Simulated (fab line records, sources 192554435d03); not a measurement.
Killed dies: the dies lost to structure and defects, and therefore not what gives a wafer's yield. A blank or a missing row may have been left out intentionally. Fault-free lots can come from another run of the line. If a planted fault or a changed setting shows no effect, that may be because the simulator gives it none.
Chamber matching | flow n5Finfet | N5_FIN_SAQP_ETCH_67 on rieDiel-06: 4 sister chambers
The step etches SiNx in CH3F/O2, target depth 30 nm. 4 wafers are shown with their chamber, then 11 later ones without.

== WAFERS PAIRED WITH THEIR CHAMBERS ==
wafer  | chamber | throttleValvePct (%)
L079.2 | 0       | 16.34
L079.4 | 1       | 16.51
L079.5 | 2       | 16.77
L080.1 | 3       | 16.13

== WAFERS WITHOUT THEIR CHAMBER ==
wafer  | throttleValvePct (%)
L080.2 | 16.36
L080.5 | 16.51
L083.1 | 16.78
L083.2 | 16.52
L083.5 | 16.39
L090.1 | 16.39
L090.4 | 16.55
L090.5 | 16.39
L094.1 | 16.56
L094.5 | 16.40
L094.6 | 16.20

== WHICH CHAMBER EACH WENT THROUGH ==
wafer  | from the rows above     | in truth
L080.2 | 0                       | 0
L080.5 | 1                       | 1
L083.1 | 2                       | 2
L083.2 | 1                       | 1
L083.5 | can't be placed: 0 or 1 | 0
L090.1 | can't be placed: 0 or 1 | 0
L090.4 | 1                       | 1
L090.5 | can't be placed: 0 or 1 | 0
L094.1 | 1                       | 1
L094.5 | can't be placed: 0 or 1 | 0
L094.6 | can't be placed: 3 or 0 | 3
6 of 11 placed correctly. These rows do not allow placing 5 (true chamber among the candidates in 5). 0 placed wrongly.
How it was worked out, from the rows above alone: a wafer's distance from a chamber is the root of the sum, over the readings, of the square of ((its reading less the chamber's mean) divided by the reading's scatter). If the next closest chamber is less than 2 further off than the closest, the wafer can't be placed; otherwise it belongs to the closest. A chamber's mean is the mean of its shown wafers. The scatter: root of mean squared gap, hidden wafer to nearest shown wafer, with one shown wafer a chamber.
